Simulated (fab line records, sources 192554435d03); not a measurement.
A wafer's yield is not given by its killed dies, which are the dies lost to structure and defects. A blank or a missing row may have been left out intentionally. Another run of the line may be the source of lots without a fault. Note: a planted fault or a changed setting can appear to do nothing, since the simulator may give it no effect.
A struck lot beside a sound one | flow n5Finfet | 15 steps out of a route of 1938
Sound: the wafers L993.1, L993.2, L993.3. Struck: wafer L108.6 (left out: L108.3, a lot-mate that was not struck); the cause follows at the end.
Order at every step that has rows: each side's tool, ch and its chambers, its first start. Under that, the readings that differ: sound wafers | struck wafers | difference of the means | sigmas: that difference in standard deviations of wafers without a fault.
alike: readings whose means differ by less than 2 such deviations, and words and numbers that are the same on both sides. not compared: withheld readings, readings that some wafer has no value for, bounds like >300 that may hide the same value, and numbers for which the record gives no deviation and whose values overlap.
Wherever a step has rows on one side only, a row that says differs or no value, or a row with sigmas, the two part there. Numbers that don't overlap but have no deviation are shown without sigmas and don't part them. A reading that every wafer of one side lacks parts them only if that side has two wafers or more.

N5_BEOL_M1_DESCUM_16: chemistry O2, time 7 s.
  sound on rieDiel-02 ch 0,1,2, day 7 02:38; struck on rieDiel-04 ch 2, day 10 13:44
  alike: drypumpMotorCurrentA, oesProductAu, rfVppV, showerheadPlenumPTorr, throttleValvePct
  not compared: rfHoursCounterH
N5_BEOL_M1_ETCH_74: etches underlayer in N2/H2, target depth 6.5 nm, time 5.2 s.
  sound on rieDiel-02 ch 0,1,2, day 7 02:40; struck on rieDiel-04 ch 2, day 10 13:46
  alike: drypumpMotorCurrentA, etchRfOnTimeS, oesProductAu, rfVppV, showerheadPlenumPTorr, throttleValvePct
  not compared: rfHoursCounterH
N5_BEOL_M1_ETCH_63: etches SiARC in CF4, target depth 15.6 nm, time 26 s.
  sound on rieDiel-02 ch 0,1,2, day 7 02:41; struck on rieDiel-04 ch 2, day 10 13:47
  alike: cf4FlowSccm, drypumpMotorCurrentA, etchRfOnTimeS, oesProductAu, rfVppV, showerheadPlenumPTorr, throttleValvePct
  not compared: rfHoursCounterH
N5_BEOL_M1_ETCH_64: etches SOC in N2/H2, target depth 75 nm, overetch 15 nm, time 112.5 s.
  sound on rieDiel-02 ch 0,1,2, day 7 02:43; struck on rieDiel-04 ch 2, day 10 13:49
  alike: drypumpMotorCurrentA, oesProductAu, rfVppV, showerheadPlenumPTorr, throttleValvePct
  not compared: rfHoursCounterH
then, 4 steps without rows for these wafers: N5_BEOL_M1_STRIP_65 (strips in N2/H2); N5_BEOL_M1_STRIP_75 (strips in N2/H2); N5_BEOL_M1_STRIP_66 (strips in CF4); N5_BEOL_M1_HM_OPEN_17 (chemistry Cl2/BCl3, target TiN, target depth 20 nm, overetch 6 nm).
N5_BEOL_M1_STRIP_19: strips in O2.
  sound on rieDiel-04 ch 0,2,3, day 7 03:00; struck on rieDiel-04 ch 0, day 10 14:05
  alike: drypumpMotorCurrentA, oesProductAu, rfVppV, showerheadPlenumPTorr, throttleValvePct
  not compared: rfHoursCounterH
N5_BEOL_M1_CD_MEAS_18: pitch 36 nm, target cd 18 nm.
  struck on cdSem-01, day 10 14:10; sound on cdSem-03, day 7 03:04
  alike: cdNm
then, 2 steps without rows for these wafers: N5_BEOL_M1_COAT_67 (time 60 s, resist thk 60 nm); N5_BEOL_M1_COAT_68 (time 60 s, resist thk 12 nm).
N5_BEOL_M1_COAT_76: time 60 s, resist thk 5 nm.
  sound on lithoTrack-03 ch 0, day 7 03:07; struck on lithoTrack-04 ch 0, day 10 14:12
reading        | sound             | struck | difference | sigmas
runLengthS (s) | 66.67 66.31 66.34 | 88.06  | +21.62     | +99 or more
  alike: heaterPowerTotalW, plateTempC, spinSpeedRpm
then, 1 step without rows for these wafers: N5_BEOL_M1_COAT_22 (resist thk 30 nm).
-- a jump in the record: the struck wafers' starts before and after are 5 days apart (it breaks off in module BEOL_M1 and resumes in module BEOL_M4, where the first step shown is number 1111 of the route) --
N5_BEOL_M4_RC_MEAS_101:
  sound on prober-02 ch 0, day 11 03:59; struck on prober-02 ch 0, day 15 03:44
reading       | sound          | struck | difference | sigmas
SS_N (mV/dec) | 70.6 71.9 70.7 | 72.4   | +1.3       | +2
  alike: DIBL_N, DIBL_P, IOFF_N, IOFF_P, ION_N, ION_P, SS_P, VT_N, VT_P

## WHERE THEY PART
First at N5_BEOL_M1_COAT_76; last, within this record, at N5_BEOL_M4_RC_MEAS_101.

WHY: the cause the simulator had injected
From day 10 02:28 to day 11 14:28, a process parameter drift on lithoTrack-04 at N5_BEOL_M1_COAT_76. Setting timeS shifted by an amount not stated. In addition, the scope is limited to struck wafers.
